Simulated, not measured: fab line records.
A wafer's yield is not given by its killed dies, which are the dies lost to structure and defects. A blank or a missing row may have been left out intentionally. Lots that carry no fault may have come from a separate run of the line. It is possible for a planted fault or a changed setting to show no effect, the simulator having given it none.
Problem report in the 8D (eight disciplines) form, filled by code ; flow nand_harc ; the parts of the form that need people (team, actions taken, sign-off) are left out

1. WHAT WENT WRONG
Wafers without a fault read 0.999 a.u., standard deviation 0.0093; oes_product_au at NHARC_A_WL_FILL_ETCHBACK_04 reads a mean of 1.244 a.u. on 3 wafers belonging to 3 lots. Relative to the usual mean, that is a shift of +26 standard deviations.
The step: etches the open film in NF3, target depth 60 nm, time 120 s.
Earliest sighting: wafer L918.1 on rie_metal-01 at day 24 21:57. The record holds 34 wafers of 12 lots with a number at this step. Rule for "out", or "out of limits": more than 4 standard deviations from the usual mean. The other wafers with a number count as sound.

2. WHAT THIS IS AND IS NOT
question;is;is not
which readings at this step;oes_product_au;drypump_motor_current_A
which lots;L918, L921, L922;L910, L912, L913, L915, L926, L927, L928, L930, L932
which wafers of those lots;L918.1, L921.1, L922.1;L918.3, L921.2, L921.5, L922.5
read on which tools;rie_metal-01;rie_metal-02, rie_metal-03
when;from day 24 21:57;"up to then (13 sound wafers); but 18 sound wafers of L921, L922, L926, L927, L928, L930, L932 came after"

3. SUSPECTS, AND WHAT RULES EACH OUT
Counting: if a tool at a process step up to the reading ran every lot that is out, it stays a suspect. Sound lots after the first of them don't rule it out here, since some wafers of a struck lot are sound.
- rie_diel-06 at NHARC_A_SLIT_STRIP_18 (strips in O2): kept. It processed each lot that is out (first: L918, day 24 21:36); up to then, its last sound lot is L913 (day 22 10:07). With no start given for some of its lots, NHARC_A_SLIT_STRIP_18 uses the hours and lot order of NHARC_A_WL_FILL_CVD_03.
- rie_metal-01 at NHARC_A_WL_FILL_ETCHBACK_04 (etches the open film in NF3, target depth 60 nm, time 120 s): kept. It processed each lot that is out (first: L918, day 24 21:57); up to then, its last sound lot is L915 (day 22 21:19). Its own readings are out on those wafers: oes_product_au.
The count leaves rie_metal-01 at NHARC_A_WL_FILL_ETCHBACK_04 and rie_diel-06 at NHARC_A_SLIT_STRIP_18.

4. THE CAUSE (what the simulator had put in)
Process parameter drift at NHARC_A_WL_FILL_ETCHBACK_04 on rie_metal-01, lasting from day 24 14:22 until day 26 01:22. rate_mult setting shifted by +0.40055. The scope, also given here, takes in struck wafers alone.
Counting left 2 suspects, and this tool is among them.

5. THE CHAIN OF EFFECTS, in route order
Rows list readings where the struck wafers' mean (over those with a number) sits beyond 3 standard deviations from the usual. Readings are gone through only where the record gives a usual standard deviation; hours: the median, over the lots, of the time from a lot's start at the first step in this table giving one to that lot's start at this step; sigmas: the change measured in usual standard deviations.
hours;step;reading;usual;on struck wafers;change;sigmas
0;NHARC_A_WL_FILL_ETCHBACK_04;oes_product_au;0.999 a.u.;1.244;+0.245;+26
It contains these process steps:
- NHARC_A_WL_FILL_ETCHBACK_04: etches the open film in NF3, target depth 60 nm, time 120 s.
Later measuring or inspecting steps at which every struck wafer that the step has a row for has a number for every such reading, and none has moved that far: NHARC_END_SORT_01.

6. HOW IT WOULD HAVE BEEN CAUGHT EARLIER
In this record no reading fell out of limits until day 24 21:57, 8 hours after the fault had begun at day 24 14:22.
